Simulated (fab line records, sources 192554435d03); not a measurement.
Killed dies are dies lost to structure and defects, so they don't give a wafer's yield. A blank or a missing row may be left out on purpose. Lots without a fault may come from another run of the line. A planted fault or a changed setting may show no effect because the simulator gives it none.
A struck lot beside a sound one | flow n5_finfet | 14 steps out of a route of 1938
Sound: wafers L445.2, L445.5, L445.6. Struck: wafers L442.4, L442.6. (L442.1 of the same lot was not struck and is left out.) The cause comes at the end.
At each step with rows: each side's tool, then ch and its chambers, then its first start. Under that, the readings that differ: sound wafers | struck wafers | difference of the means | sigmas: that difference in standard deviations of wafers without a fault.
alike: readings whose means differ by less than 2 such deviations, and words and numbers that are the same on both sides. not compared: withheld readings, readings that some wafer has no value for, bounds like >300 that may hide the same value, and numbers for which the record gives no deviation and whose values overlap.
The two part at a step that has a row with sigmas, a row that says differs or no value, or rows on one side only. Numbers that don't overlap but have no deviation are shown without sigmas and don't part them. A reading that every wafer of one side lacks parts them only if that side has two wafers or more.

N5_BEOL_M6_CURE_75: cures SiCOH lowk, time 120 s.
  sound on uv_cure-03 ch 0, day 13 03:18; struck on uv_cure-03 ch 2, day 12 00:48
  alike: lamp_power_pct, wafer_temp_C_max
then, 1 step without rows for these wafers: N5_BEOL_M6_DEGAS_44 (time 60 s).
N5_BEOL_M6_PRE_CLEAN_45: time 30 s.
  sound on pvd_sputter-03, day 13 04:07; struck on pvd_sputter-02, day 12 01:37
  alike: heater_power_w, susceptor_temp_C
then, 1 step without rows for these wafers: N5_BEOL_M6_ALD_77 (deposits TaN, target thk 2 nm, pulse time 2 s, purge time 3 s).
N5_BEOL_M6_SURFACE_TREAT_79:
  sound on pvd_sputter-02, day 13 04:37; struck on pvd_sputter-03, day 12 02:02
  not compared: throttle_valve_pct
then, 1 step without rows for these wafers: N5_BEOL_M6_CVD_78 (deposits Co from CCTBA/H2, target thk 2 nm, time 142.3 s).
N5_BEOL_M6_SPUTTER_48: material Cu, target thk 10 nm, time 1.667 s.
  sound on pvd_sputter-03, day 13 04:48; struck on pvd_sputter-03, day 12 02:17
  alike: susceptor_temp_C, throttle_valve_pct
then, 1 step without rows for these wafers: N5_BEOL_M6_ECD_50 (material Cu, target thk 300 nm).
N5_BEOL_M6_ANNEAL_51: time 90 s.
  sound on rtp_anneal-02 ch 0, day 13 05:05; struck on rtp_anneal-02 ch 0, day 12 02:29
  alike: wafer_temp_C_max
then, 1 step without rows for these wafers: N5_BEOL_M6_CMP_52 (polishes, stops on SiCOH lowk, t overpolish 6.9 s, target thk 80 nm).
N5_BEOL_M6_THK_MEAS_53: measures by xrf.
  sound on film_metro-02, day 13 05:38; struck on film_metro-01, day 12 03:05
  reading     | sound          | struck    | difference | sigmas
  M6_THK (nm) | 76.2 76.7 76.7 | 81.3 82.4 | +5.3       | +3
then, 1 step without rows for these wafers: N5_BEOL_M6_PRE_CLEAN_55 (time 15 s).
N5_BEOL_M6_DEP_56: deposits SiCN from 3MS/NH3, target thk 10 nm, time 17.5 s.
  sound on pecvd-03 ch 0,1, day 13 05:42; struck on pecvd-01 ch 0,2, day 12 03:08
  reading                                  | sound      | struck    | difference | sigmas
  model.SiCN_of_BEOL_M6_DEP_56.thk_nm (nm) | 9.8 9.6 10 | 16.4 16.2 | +6.5       |
  alike: showerhead_plenum_p_Torr, throttle_valve_pct
N5_BEOL_M6_RS_MEAS_57: measures by four-point-probe.
  sound on film_metro-01, day 13 05:46; struck on film_metro-01, day 12 03:13
  reading        | sound             | struck      | difference | sigmas
  M6_RS (ohm/sq) | 0.303 0.302 0.300 | 0.282 0.279 | -0.021     | -3

WHERE THEY PART
First at N5_BEOL_M6_THK_MEAS_53; last, within this record, at N5_BEOL_M6_RS_MEAS_57.

WHY: what the simulator had put in
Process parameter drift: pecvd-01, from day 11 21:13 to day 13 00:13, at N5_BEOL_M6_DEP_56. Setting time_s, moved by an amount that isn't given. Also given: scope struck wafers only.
